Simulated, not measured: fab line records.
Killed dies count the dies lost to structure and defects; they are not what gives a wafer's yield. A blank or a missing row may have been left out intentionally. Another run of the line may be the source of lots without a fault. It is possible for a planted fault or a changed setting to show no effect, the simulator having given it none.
A lot that was struck, set against a sound lot | flow n5_finfet | 39 out of 1938 route steps
Sound: these wafers, L756.1, L756.5, L756.6. Wafers L760.1, L760.4 were the ones struck. The cause is named last.
Per side, at each step with rows, come the tool, then ch with its chambers, and then its first start. Under that, the readings that differ: sound wafers | struck wafers | difference of the means | sigmas: that difference in standard deviations of wafers without a fault.
alike: readings whose means differ by less than 2 such deviations, and words and numbers that are the same on both sides. not compared: withheld readings, readings that some wafer has no value for, bounds like >300 that may hide the same value, and numbers for which the record gives no deviation and whose values overlap.
A row with sigmas, a row that says differs or no value, or rows on one side alone: a step with any of these is where the two part. When numbers do not overlap yet have no deviation, they are printed without sigmas and do not part them. A reading that every wafer of one side lacks parts them only if that side has two wafers or more.

first, 12 steps without rows for these wafers: N5_BEOL_M3_ANNEAL_87 (time 240 s); N5_BEOL_M3_SPUTTER_88 (material Cu, target thk 4.5 nm, time 8.29 s); N5_BEOL_M3_ANNEAL_89 (time 240 s); N5_BEOL_M3_SPUTTER_90 (material Cu, target thk 4.5 nm, time 8.29 s); N5_BEOL_M3_ANNEAL_91 (time 240 s); N5_BEOL_M3_SPUTTER_92 (material Cu, target thk 4.5 nm, time 8.29 s); N5_BEOL_M3_ANNEAL_93 (time 240 s); N5_BEOL_M3_SPUTTER_94 (material Cu, target thk 4.5 nm, time 8.29 s); N5_BEOL_M3_ANNEAL_95 (time 240 s); N5_BEOL_M3_SPUTTER_96 (material Cu, target thk 4.5 nm, time 8.29 s); N5_BEOL_M3_ECD_50 (material Cu, target thk 300 nm); N5_BEOL_M3_ANNEAL_51 (time 90 s).
N5_BEOL_M3_CMP_52: polishes, stops on SiOC, t overpolish 6.8 s, target thk 40 nm.
  sound on cmp-01 ch 2,3, day 10 17:29; struck on cmp-01 ch 1,2, day 11 00:41
  reading                      | sound             | struck      | difference | sigmas
  barrier_field_endpoint_s (s) | 24.9 24.7 25.4    | 41.2 41.2   | +16.2      | +23
  overpolish_run_s (s)         | 6.800 6.801 6.803 | 0.044 0.043 | -6.758     | -99 or more
  time_to_endpoint_s (s)       | 66 61 66          | 81 80       | +16        | +4
  alike: motor_current_A
N5_BEOL_M3_THK_MEAS_53: measures by xrf.
  sound on film_metro-02 at day 10 17:47; struck on film_metro-01 at day 11 00:58
  reading     | sound          | struck      | difference | sigmas
  M3_THK (nm) | 39.4 40.0 41.1 | 150.8 139.9 | +105.2     | +62
then, 4 steps without rows for these wafers: N5_BEOL_M3_PRE_CLEAN_60 (time 15 s); N5_BEOL_M3_CO_CAP_55 (material Co, precursor CCTBA/H2, target thk 2 nm, time 102.1 s); N5_BEOL_M3_PRE_CLEAN_56 (time 15 s); N5_BEOL_M3_DEP_57 (deposits SiCN from 3MS/NH3, target thk 8 nm, time 14 s).
N5_BEOL_M3_INSPECT_59: inspects for defects (darkfield).
  sound on defect_inspect-02 at day 10 18:04; struck on defect_inspect-01 at day 11 01:19
  reading          | sound     | struck    | difference | sigmas
  raw_defect_count | 103 78 83 | 5101 5068 | +4996      | +99 or more
then, 18 steps without rows for these wafers: N5_BEOL_M4_ILD_DEP_00 (deposits SiOC from DEMS/O2, target thk 79 nm, time 15.3 s); N5_BEOL_M4_PECVD_72 (deposits SiO2 from TEOS/O2, target thk 16 nm, time 18 s); N5_BEOL_M4_HM_DEP_02 (deposits TiN, target thk 20 nm); N5_BEOL_M4_COAT_61 (time 60 s, resist thk 60 nm); N5_BEOL_M4_COAT_62 (time 60 s, resist thk 12 nm); N5_BEOL_M4_COAT_73 (time 60 s, resist thk 5 nm); N5_BEOL_M4_COAT_05 (resist thk 30 nm); N5_BEOL_M4_EBR_07; N5_BEOL_M4_SOFTBAKE_06 (time 60 s); N5_BEOL_M4_EXPOSE_08 (exposes mask M4); N5_BEOL_M4_PEB_09 (peb time 60 s); N5_BEOL_M4_DEVELOP_10 (develop time 30 s); N5_BEOL_M4_DESCUM_16 (chemistry O2, time 7 s); N5_BEOL_M4_ETCH_74 (etches underlayer in N2/H2, target depth 6.5 nm, time 5.2 s); N5_BEOL_M4_ETCH_63 (etches SiARC in CF4, target depth 15.6 nm, time 26 s); N5_BEOL_M4_ETCH_64 (etches SOC in N2/H2, target depth 75 nm, overetch 22.5 nm, time 121.9 s); N5_BEOL_M4_STRIP_65 (strips in N2/H2); N5_BEOL_M4_STRIP_75 (strips in N2/H2).
N5_BEOL_M4_RC_MEAS_101:
  the record has rows for the sound wafers here (prober-01 ch 0, day 11 03:31) and none for the struck ones
-- record jumps: 6 days separate the struck wafers' starts on either side; left off in module BEOL_M4, taken up again in module PASSIVATION, whose first shown step is the route's number 1936 --
N5_PASSIVATION_PROBE_49:
  sound on prober-02 at day 16 06:25; struck on prober-01 at day 16 19:23
  reading                  | sound          | struck    | difference | sigmas
  defect_limited_yield (%) | 91.4 92.7 92.8 | 0 0       | -92        | -66
  killed_at_M0_to_M3       | 35 27 24       | 1122 1075 | +1070      | +99 or more
  killed_at_other          | 2 6 5          | 7 17      | +8         | +2
  killed_dies              | 102 86 85      | 1180 1180 | +1089      | +64
  killed_on_rim            | 18 12 11       | 152 152   | +138       | +35
  sort_bin_4_leakage (%)   | 0.51 0 0.08    | 0 0       | +0         | -3
  sort_n_pass              | 1072 1094 1094 | 0 0       | -1087      | -45
  sort_yield_pct (%)       | 90.8 92.7 92.7 | 0 0       | -92        | -46
  alike: killed_at_M4_up, killed_at_contacts, killed_at_front_end, killed_open, killed_short, sort_bin_5_function, sort_bin_6_memory

## WHERE THEY PART
At N5_BEOL_M3_CMP_52 first; at N5_PASSIVATION_PROBE_49 last (within this record only).

WHY: what had been put in by the simulator
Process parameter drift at N5_BEOL_M3_CMP_52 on cmp-01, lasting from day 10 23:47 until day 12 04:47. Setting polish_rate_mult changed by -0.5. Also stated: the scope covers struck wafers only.
